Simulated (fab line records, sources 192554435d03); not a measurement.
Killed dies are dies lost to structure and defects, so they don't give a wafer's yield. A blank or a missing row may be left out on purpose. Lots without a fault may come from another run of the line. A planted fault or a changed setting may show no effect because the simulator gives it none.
One fault seen from 2 desks | flow n5_finfet | each desk has only its own numbers; what lay behind them comes last

THE METROLOGY DESK
What the gauges read, lot by lot, whatever tool the lot ran on: means of the sampled wafers that have a number. A lot is out of limits, marked OUT, if its mean lies more than 4 standard deviations from the usual mean; the brackets give that distance.
Columns: A = cd_nm at N5_PASSIVATION_CD_MEAS_10, usual 2999.3 nm
lot  | first seen here | A
L779 | day 12 10:32    | 3001.7
L778 | day 12 14:37    | 2997.1
L777 | day 12 17:35    | 2997.1
L780 | day 12 19:18    | 2999.9
L783 | day 13 17:50    | 2996.7
L785 | day 13 18:55    | 2997.6
L786 | day 14 08:29    | 2997.8
L792 | day 16 02:13    | 3002.2
L795 | day 16 20:31    | 3004.4
L796 | day 17 07:38    | 2999.4
L799 | day 17 22:24    | 3001.4
This desk's finding: nothing out of limits on any of the 11 lots.

THE TOOL OWNER'S DESK: wet_bench-05
The tool's own readings at N5_BEOL_M7_HM_STRIP_39 (strips TiN in peroxide tin strip, target depth 25 nm, time 158 s): means of the sampled wafers that have a number, for each lot that ran on this tool. A lot is out of limits, marked OUT, if its mean lies more than 4 standard deviations from the usual mean; the brackets give that distance.
Columns: A = bath_heat_duty_pct at N5_BEOL_M7_HM_STRIP_39, usual 7.0 %
lot  | first seen here | A
L780 | day 10 05:29    | 6.2
L785 | day 11 01:34    | 6.9
L786 | day 11 07:51    | 7.5
This desk's finding: nothing out of limits on any of the 3 lots.

PUT TOGETHER
The metrology desk saw nothing out of limits.
The tool owner's desk saw nothing out of limits.

WHAT THE SIMULATOR HAD PUT IN
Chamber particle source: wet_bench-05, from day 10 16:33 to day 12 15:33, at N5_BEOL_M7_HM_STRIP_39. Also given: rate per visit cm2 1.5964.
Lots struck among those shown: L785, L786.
